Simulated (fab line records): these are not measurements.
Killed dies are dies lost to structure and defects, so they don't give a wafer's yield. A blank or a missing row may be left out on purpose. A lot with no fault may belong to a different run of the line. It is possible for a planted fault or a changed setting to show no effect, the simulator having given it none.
Struck lot and sound lot, side by side	flow n5 finfet	23 steps out of a route of 1938
Sound: the wafers L800.2, L800.5, L800.6. Wafers L812.1, L812.4, L812.6 were the ones struck. At the end, the cause is stated.
Order at every step that has rows: each side's tool, ch and its chambers, its first start. Under that, the readings that differ: sound wafers	struck wafers	difference of the means	sigmas: that difference in standard deviations of wafers without a fault.
alike: readings whose means differ by less than 2 such deviations, and words and numbers that are the same on both sides. not compared: withheld readings, readings that some wafer has no value for, bounds like >300 that may hide the same value, and numbers for which the record gives no deviation and whose values overlap.
Wherever a step has rows on one side only, a row that says differs or no value, or a row with sigmas, the two part there. When numbers do not overlap yet have no deviation, they are printed without sigmas and do not part them. A reading missing from all wafers of one side parts the sides only when that side holds two or more wafers.

first, 9 steps without rows for these wafers: N5_BEOL_M8_SOFTBAKE_06 (time 60 s); N5_BEOL_M8_EXPOSE_08 (exposes mask M8); N5_BEOL_M8_PEB_09 (peb time 60 s); N5_BEOL_M8_DEVELOP_10 (develop time 30 s); N5_BEOL_M8_DESCUM_16 (chemistry O2, time 7.9 s); N5_BEOL_M8_ETCH_61 (etches SiARC in CF4, target depth 45.5 nm, time 75.8 s); N5_BEOL_M8_ETCH_62 (etches SOC in N2/H2, target depth 110 nm, overetch 22 nm, time 165 s); N5_BEOL_M8_STRIP_68 (strips in N2/H2); N5_BEOL_M8_STRIP_67 (strips in CF4).
N5_BEOL_M8_HM_OPEN_17: chemistry Cl2/BCl3, target TiN, target depth 20 nm, overetch 6 nm.
  sound on rie metal-01 ch 0,1, day 10 22:00; struck on rie metal-01 ch 0,1, day 14 01:42
  alike: drypump motor current A, he backside leak sccm, oes product au, throttle valve pct
  not compared: rf hours counter h
then, 10 steps without rows for these wafers: N5_BEOL_M8_STRIP_19 (strips in O2); N5_BEOL_M8_COAT_63 (time 60 s, resist thk 60 nm); N5_BEOL_M8_COAT_64 (time 60 s, resist thk 12 nm); N5_BEOL_M8_COAT_71 (time 60 s, resist thk 5 nm); N5_BEOL_M8_COAT_22 (resist thk 30 nm); N5_BEOL_M8_EBR_24; N5_BEOL_M8_SOFTBAKE_23 (time 60 s); N5_BEOL_M8_EXPOSE_25 (exposes mask V7, target cd 40 nm); N5_BEOL_M8_PEB_26 (peb time 60 s); N5_BEOL_M8_DEVELOP_27 (develop time 30 s).
N5_BEOL_M8_INSPECT_30: inspects for defects (brightfield).
  sound on defect inspect-02 at day 10 22:46; struck on defect inspect-02 at day 14 02:22
reading	sound	struck	difference	sigmas
raw defect count	309 369 339	847 692 846	+456	+5
then, 1 step without rows for these wafers: N5_BEOL_M8_DESCUM_33 (chemistry O2, time 7 s).
-- here the record skips 3 days between the struck wafers' starts before and after, leaving off in module BEOL_M8 and picking up in module PASSIVATION (first step shown: number 1936 of the route) --
N5_PASSIVATION_PROBE_49:
  rows exist in the record for the struck wafers here (prober-02, day 17 09:50), but not for the sound ones

== WHERE THEY PART ==
First at N5_BEOL_M8_INSPECT_30; last, within this record, at N5_PASSIVATION_PROBE_49.

WHY: what the simulator had put in
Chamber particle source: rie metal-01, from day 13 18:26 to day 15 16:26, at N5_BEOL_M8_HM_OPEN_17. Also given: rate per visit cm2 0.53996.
